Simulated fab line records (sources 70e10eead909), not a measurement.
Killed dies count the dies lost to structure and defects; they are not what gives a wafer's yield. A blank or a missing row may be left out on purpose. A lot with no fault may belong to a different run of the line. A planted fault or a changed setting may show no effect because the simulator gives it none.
fab line records -- flow nandHarc
[record] lots = 13, wafers = 39, lastDay = 34
route steps=1302 shown A_CHANNEL_HOLE_D1@488 A_ONON_D2@558
lots untouched by any fault: they come from a run of this same line in which no faults occurred
startH: start of the lot's first displayed wafer, in hours after the record's first day -- waitH: hours elapsed since this lot's preceding step -- " same as the row above -- L1.1+2: a row that stands for several wafers -- - either no value or no given start -- * or withheld: withheld -- < > ~ a bound
route shown NAME@n: a module of which the file shows steps, and the number in the route of the first -- usual: mean and standard deviation over wafers with no fault -- same: alike in all rows -- chamber/n: place in a boat -- sites: per-site readings -- _std_site: their standard deviation -- _edge_site: outer sites' mean less inner sites' -- radiusMm: for every site, how far away it sits from the centre of the wafer -- mask NAME#n: copy n -- behind: the most recent tool/chamber to have shaped the wafer -- hold: reason for holding the lot/hours on hold/outcome of the hold -- device: names the non-switching transistor (n, p or np) -- end of line: at the end of the route, the tests of the same wafers -- a step without rows: its recipe alone -- killed: dies that structure and defects cost at the first sort, which is not the same as the wafer's yield -- map: a wafer's dies, x killed, . not, _ none there
set.NAME: the setting that was run; set.NAME@STEP: the one run at that earlier step -- model.NAME: the simulator's own value behind a step, which no gauge read
route steps across a sampled set of lots; one table per step, one row per wafer
services: a tool's chamber out of use, with start hour (startH, from the record's first day; less than 0 if before it), hours out, and reason
[[steps]]
[step NHARC_A_CHANNEL_HOLE_D1_XSEM_31]
[recipe] landingEnergyEv = 35000
[usual] botCdNm = 74.6/1.1, bowNm = 8.62/0.24, tiltDeg = 0.08/0.045
lot.wafer,tool,chamber,startH,waitH,botCdNm,bowNm,tiltDeg
L156.2,xsem-01,0,192.83,0.1,73.9,8.13,0.04
L156.3,xsem-01,0,192.83,0.1,73.4,8.17,0.05
L156.6,xsem-01,0,192.83,0.1,74.0,8.19,0.05
L161.1,xsem-01,0,237.35,0.1,75.8,8.76,0.07
L161.3,xsem-01,0,237.35,0.1,74.6,8.67,0.07
L161.4,xsem-01,0,237.35,0.1,73.6,8.58,0.07
L162.2,xsem-01,0,245.28,0.1,74.6,9.10,0.12
L162.4,xsem-01,0,245.28,0.1,74.8,9.10,0.11
L162.6,xsem-01,0,245.28,0.1,75.6,9.10,0.11
L163.2,xsem-02,0,257.17,0.1,75.0,9.25,0.05
L163.3,xsem-02,0,257.17,0.1,75.1,9.15,0.05
L163.5,xsem-02,0,257.17,0.1,74.2,9.23,0.05
L164.1,xsem-01,0,266.60,0.1,74.9,8.42,0.08
L164.2,xsem-01,0,266.60,0.1,75.9,8.38,0.08
L164.5,xsem-01,0,266.60,0.1,74.8,8.42,0.08
L165.2,xsem-02,0,272.82,0.1,76.6,8.61,0.09
L165.4,xsem-02,0,272.82,0.1,76.5,8.52,0.09
L165.5,xsem-02,0,272.82,0.1,75.8,8.54,0.09
L169.3,xsem-02,0,320.79,0.1,74.5,8.76,0.11
L169.4,xsem-02,0,320.79,0.1,74.4,8.77,0.11
L169.6,xsem-02,0,320.79,0.1,74.7,8.71,0.11
L171.1,xsem-01,0,341.64,0.1,73.2,8.99,0.06
L171.2,xsem-01,0,341.64,0.1,72.5,8.91,0.06
L171.6,xsem-01,0,341.64,0.1,72.7,9.04,0.06
L173.3,xsem-01,0,348.42,0.1,76.0,8.78,0.11
L173.4,xsem-01,0,348.42,0.1,74.3,8.73,0.11
L173.6,xsem-01,0,348.42,0.1,75.4,8.78,0.11
L174.4,xsem-02,0,380.21,0.1,75.1,8.54,0.04
L174.5,xsem-02,0,380.21,0.1,73.7,8.54,0.04
L174.6,xsem-02,0,380.21,0.1,73.9,8.50,0.04
L177.2,xsem-02,0,402.81,0.1,75.8,8.62,0.01
L177.5,xsem-02,0,402.81,0.1,76.8,8.61,0.02
L177.6,xsem-02,0,402.81,0.1,76.0,8.65,0.01
L178.2,xsem-01,0,411.11,0.1,74.3,8.49,0.08
L178.3,xsem-01,0,411.11,0.1,74.8,8.45,0.08
L178.5,xsem-01,0,411.11,0.1,75.5,8.51,0.08
L179.1,xsem-01,0,420.50,0.1,76.4,8.67,-0.03
L179.2,xsem-01,0,420.50,0.1,76.2,8.71,-0.03
L179.5,xsem-01,0,420.50,0.1,75.5,8.69,-0.04
[step NHARC_A_ONON_D2_DEP_19]
[recipe] targetThkA = 10000, n2FlowSccm = 2750, n2oFlowSccm = 2000, nh3FlowSccm = 500, sih4FlowSccm = 210, tempC = 400
[usual] n2FlowSccm = 2750/7.8, nh3FlowSccm = 499.6/1.4, sih4FlowSccm = 210.0/0.53
lot.wafer,tool,chamber,startH,waitH,n2FlowSccm,nh3FlowSccm,sih4FlowSccm
L156.2,pecvdOnon-01,0,295.20,0.1,2741,501.6,210.1
L156.3,pecvdOnon-01,0,295.20,0.1,2741,499.4,210.2
L156.6,pecvdOnon-01,0,295.20,0.1,2739,498.3,210.3
L161.1,pecvdOnon-03,0,329.07,0.1,2750,497.1,210.0
L161.3,pecvdOnon-03,0,329.07,0.1,2741,499.9,209.5
L161.4,pecvdOnon-03,0,329.07,0.1,2742,498.7,209.9
L162.2,pecvdOnon-02,0,340.81,0.1,2760,499.5,209.8
L162.4,pecvdOnon-02,0,340.81,0.1,2755,500.2,209.4
L162.6,pecvdOnon-02,0,340.81,0.1,2748,500.7,209.4
L163.2,pecvdOnon-02,0,351.40,0.1,2740,502.0,209.4
L163.3,pecvdOnon-02,0,351.40,0.1,2757,499.1,210.1
L163.5,pecvdOnon-02,0,351.40,0.1,2742,500.0,209.5
L164.1,pecvdOnon-01,0,358.51,0.1,2745,498.5,209.7
L164.2,pecvdOnon-01,0,358.51,0.1,2732,498.7,210.1
L164.5,pecvdOnon-01,0,358.51,0.1,2738,497.7,210.0
L165.2,pecvdOnon-03,0,369.30,0.1,2755,500.7,209.6
L165.4,pecvdOnon-03,0,369.30,0.1,2749,502.0,209.5
L165.5,pecvdOnon-03,0,369.30,0.1,2747,501.5,210.0
L169.3,pecvdOnon-03,0,413.39,0.2,2748,499.8,210.1
L169.4,pecvdOnon-03,0,413.39,0.2,2748,500.7,210.0
L169.6,pecvdOnon-03,0,413.39,0.2,2764,499.0,208.8
L171.1,pecvdOnon-03,0,433.28,0.1,2751,498.1,209.5
L171.2,pecvdOnon-03,0,433.28,0.1,2754,499.1,210.2
L171.6,pecvdOnon-03,0,433.28,0.1,2754,500.1,210.4
L173.3,pecvdOnon-02,0,444.95,0.2,2757,496.9,210.4
L173.4,pecvdOnon-02,0,444.95,0.2,2742,497.3,209.3
L173.6,pecvdOnon-02,0,444.95,0.2,2749,497.3,209.7
L174.4,pecvdOnon-02,0,475.74,0.2,2743,497.9,209.8
L174.5,pecvdOnon-02,0,475.74,0.2,2745,500.4,209.7
L174.6,pecvdOnon-02,0,475.74,0.2,2757,499.7,209.9
L177.2,pecvdOnon-03,0,503.92,0.1,2741,498.8,209.8
L177.5,pecvdOnon-03,0,503.92,0.1,2746,500.9,209.9
L177.6,pecvdOnon-03,0,503.92,0.1,2750,498.5,210.0
L178.2,pecvdOnon-02,0,511.56,0.1,2758,499.4,210.5
L178.3,pecvdOnon-02,0,511.56,0.1,2734,498.3,210.1
L178.5,pecvdOnon-02,0,511.56,0.1,2757,500.6,209.9
L179.1,pecvdOnon-03,0,527.56,0.1,2752,499.2,210.0
L179.2,pecvdOnon-03,0,527.56,0.1,2757,502.6,209.4
L179.5,pecvdOnon-03,0,527.56,0.1,2740,501.1,210.9
[step NHARC_A_ONON_D2_THK_MEAS_21]
[recipe] thkMeasGauge = ellipsometry
[usual] thkNm = 1000/9
lot.wafer,tool,chamber,startH,waitH,hold,thkNm
L156.2,filmMetro-01,-,295.65,-,-,993
L156.3,filmMetro-01,-,295.65,-,-,994
L156.6,filmMetro-01,-,295.65,-,-,993
L161.1,filmMetro-01,-,329.58,-,-,1014
L161.3,filmMetro-01,-,329.58,-,-,1012
L161.4,filmMetro-01,-,329.58,-,-,1012
L162.2,filmMetro-02,-,341.26,-,-,1012
L162.4,filmMetro-02,-,341.26,-,-,1011
L162.6,filmMetro-02,-,341.26,-,-,1013
L163.2,filmMetro-02,-,351.85,-,-,1004
L163.3,filmMetro-02,-,351.85,-,-,1005
L163.5,filmMetro-02,-,351.85,-,-,1005
L164.1,filmMetro-02,-,359.01,-,-,992
L164.2,filmMetro-02,-,359.01,-,-,991
L164.5,filmMetro-02,-,359.01,-,-,992
L165.2,filmMetro-02,-,369.76,-,-,1000
L165.4,filmMetro-02,-,369.76,-,-,998
L165.5,filmMetro-02,-,369.76,-,-,998
L169.3,filmMetro-02,-,413.79,-,awaitDispo/0.2h/release,508
L169.4,filmMetro-02,-,413.79,-,awaitDispo/0.2h/release,507
L169.6,filmMetro-02,-,413.79,-,awaitDispo/0.2h/release,508
L169.3,filmMetro-02,-,413.96,0.2,-,507
L169.4,filmMetro-02,-,413.96,0.2,-,509
L169.6,filmMetro-02,-,413.96,0.2,-,507
L171.1,filmMetro-01,-,433.80,-,awaitDispo/0.2h/release,503
L171.2,filmMetro-01,-,433.80,-,awaitDispo/0.2h/release,503
L171.6,filmMetro-01,-,433.80,-,awaitDispo/0.2h/release,503
L171.1,filmMetro-01,-,433.97,0.2,-,502
L171.2,filmMetro-01,-,433.97,0.2,-,503
L171.6,filmMetro-01,-,433.97,0.2,-,502
L173.3,filmMetro-01,-,445.34,-,-,993
L173.4,filmMetro-01,-,445.34,-,-,993
L173.6,filmMetro-01,-,445.34,-,-,992
L174.4,filmMetro-02,-,476.08,-,-,987
L174.5,filmMetro-02,-,476.08,-,-,987
L174.6,filmMetro-02,-,476.08,-,-,988
L177.2,filmMetro-02,-,504.37,-,-,997
L177.5,filmMetro-02,-,504.37,-,-,997
L177.6,filmMetro-02,-,504.37,-,-,997
L178.2,filmMetro-01,-,512.01,-,-,1013
L178.3,filmMetro-01,-,512.01,-,-,1013
L178.5,filmMetro-01,-,512.01,-,-,1011
L179.1,filmMetro-01,-,528.07,-,-,984
L179.2,filmMetro-01,-,528.07,-,-,985
L179.5,filmMetro-01,-,528.07,-,-,984
[step NHARC_A_ONON_D2_DEP_33]
[recipe] targetThkA = 2000, tempC = 400, pressureTorr = 6.5, rfW = 900, teosFlowSccm = 161.4, flowSccm = 2650, targetThkNm = 200, gas = O2, material = SiO2
[usual] heaterPowerW = 540/77, rfFwdPowerW = 897.8/2.8, throttleValvePct = 15.8/0.51
lot.wafer,tool,chamber,startH,waitH,heaterPowerW,rfFwdPowerW,throttleValvePct
L156.2,pecvd-04,0,297.40,0.1,508,895.0,15.0
L156.3,pecvd-04,2,297.40,0.1,488,897.5,15.9
L156.6,pecvd-04,0,297.40,0.1,512,894.8,15.0
L161.3,pecvd-02,0,331.33,0.1,590,896.4,15.5
L161.1,pecvd-02,1,331.33,0.1,463,896.7,16.2
L161.4,pecvd-02,0,331.33,0.1,598,896.5,14.9
L162.2,pecvd-01,2,343.11,0.1,557,896.4,15.6
L162.4,pecvd-01,1,343.11,0.1,595,903.0,15.1
L162.6,pecvd-01,2,343.11,0.1,584,895.8,15.8
L163.3,pecvd-04,2,353.64,0.1,522,894.1,16.0
L163.2,pecvd-04,0,353.64,0.1,438,898.0,15.0
L163.5,pecvd-04,2,353.64,0.1,550,894.2,15.9
L164.2,pecvd-01,0,360.78,0.1,658,899.6,16.6
L164.1,pecvd-01,1,360.78,0.1,637,890.9,15.1
L164.5,pecvd-01,1,360.78,0.1,654,891.4,15.2
L165.2,pecvd-02,1,371.56,0.1,543,897.6,16.4
L165.5,pecvd-02,0,371.56,0.1,476,898.4,15.7
L165.4,pecvd-02,2,371.56,0.1,631,896.4,16.3
L173.3,pecvd-02,1,447.15,0.1,583,894.4,15.6
L173.4,pecvd-02,0,447.15,0.1,623,903.7,15.5
L173.6,pecvd-02,2,447.15,0.1,471,901.4,16.4
L174.5,pecvd-01,1,477.97,0.2,634,897.6,15.2
L174.4,pecvd-01,2,477.97,0.2,655,895.9,16.1
L174.6,pecvd-01,0,477.97,0.2,540,898.6,16.5
L177.2,pecvd-02,0,506.21,0.1,643,900.7,15.5
L177.5,pecvd-02,1,506.21,0.1,564,900.9,15.7
L177.6,pecvd-02,2,506.21,0.1,619,897.9,16.0
L178.3,pecvd-04,2,513.78,0.1,563,899.7,16.0
L178.2,pecvd-04,0,513.78,0.1,455,898.6,15.3
L178.5,pecvd-04,0,513.78,0.1,470,898.1,15.3
L179.1,pecvd-01,1,529.83,0.1,633,899.8,15.5
L179.2,pecvd-01,0,529.83,0.1,551,900.5,16.9
L179.5,pecvd-01,2,529.83,0.1,573,898.7,15.3
[step NHARC_A_ONON_D2_INSPECT_32]
[usual] rawDefectCount = 409/130
lot.wafer,tool,chamber,startH,waitH,rawDefectCount
L156.2,defectInspect-01,-,297.88,0.0,570
L156.3,defectInspect-01,-,297.88,0.0,458
L156.6,defectInspect-01,-,297.88,0.0,280
L161.1,defectInspect-01,-,331.83,0.0,499
L161.3,defectInspect-01,-,331.83,0.0,365
L161.4,defectInspect-01,-,331.83,0.0,266
L162.2,defectInspect-01,-,343.50,0.0,490
L162.4,defectInspect-01,-,343.50,0.0,458
L162.6,defectInspect-01,-,343.50,0.0,597
L163.2,defectInspect-02,-,354.14,0.0,494
L163.3,defectInspect-02,-,354.14,0.0,450
L163.5,defectInspect-02,-,354.14,0.0,369
L164.1,defectInspect-02,-,361.26,0.0,392
L164.2,defectInspect-02,-,361.26,0.0,441
L164.5,defectInspect-02,-,361.26,0.0,386
L165.2,defectInspect-02,-,372.02,0.0,304
L165.4,defectInspect-02,-,372.02,0.0,459
L165.5,defectInspect-02,-,372.02,0.0,656
L173.3,defectInspect-02,-,447.64,0.1,194
L173.4,defectInspect-02,-,447.64,0.1,426
L173.6,defectInspect-02,-,447.64,0.1,229
L174.4,defectInspect-02,-,478.32,0.0,458
L174.5,defectInspect-02,-,478.32,0.0,255
L174.6,defectInspect-02,-,478.32,0.0,388
L177.2,defectInspect-01,-,506.60,0.0,560
L177.5,defectInspect-01,-,506.60,0.0,312
L177.6,defectInspect-01,-,506.60,0.0,324
L178.2,defectInspect-01,-,514.26,0.0,457
L178.3,defectInspect-01,-,514.26,0.0,435
L178.5,defectInspect-01,-,514.26,0.0,438
L179.1,defectInspect-01,-,530.32,0.0,316
L179.2,defectInspect-01,-,530.32,0.0,353
L179.5,defectInspect-01,-,530.32,0.0,228
[[services]]
tool,chamber,startH,hours,kind
pecvdOnon-02,-,185.27,13.0,pm
pecvdOnon-03,-,213.29,4.6,repair
pecvd-02,-,227.17,13.0,pm
pecvd-02,0,227.17,13.0,ventCycle
pecvd-02,1,227.17,13.0,ventCycle
pecvdOnon-03,-,232.75,13.0,pm
pecvd-01,-,262.52,0.3,repair
pecvdOnon-01,-,269.00,13.0,pm
pecvd-04,-,269.01,13.0,pm
pecvdOnon-03,-,304.18,1.9,repair
pecvd-01,-,311.93,13.0,pm
pecvdOnon-02,-,366.27,13.0,pm
xsem-01,-,374.00,14.0,pm
pecvd-02,-,388.21,1.6,repair
pecvd-02,-,408.51,13.0,pm
pecvdOnon-03,-,413.75,13.0,pm
pecvd-01,-,441.56,0.5,repair
pecvd-02,-,445.35,1.3,repair
pecvdOnon-01,-,450.00,13.0,pm
pecvd-04,-,450.01,13.0,pm
pecvd-04,2,474.05,12.7,repair
pecvd-01,-,492.93,13.0,pm
pecvd-02,-,493.33,3.3,repair
pecvd-04,1,517.90,5.6,repair
[[key]]
[firstSign] step = NHARC_A_ONON_D2_THK_MEAS_21, reading = visit, direction = added
[effect] step = NHARC_A_ONON_D2_THK_MEAS_21, reading = thkNm, direction = down, sigmas = 55, usual = 1000, struck = 505
metAt NHARC_A_ONON_D2_DEP_19
struckLots L169,L171
struckWafers L169.3,L169.4,L169.6,L171.1,L171.2,L171.6
scrappedBehind NHARC_A_ONON_D2_THK_MEAS_21 L169.3,L169.4,L169.6,L171.1,L171.2,L171.6
notActingAt NHARC_A_CHANNEL_HOLE_D1_XSEM_31,NHARC_A_ONON_D2_DEP_33,NHARC_A_ONON_D2_INSPECT_32
onsetBetween 369.30 413.39
[fault] kind = processParameterDrift, tool = pecvdOnon-03, chamber = 0, onsetH = 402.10, steps = NHARC_A_ONON_D2_DEP_19, channel = targetThkA, offset = *, shape = step, endH = 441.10, actsIn = *, stated = *
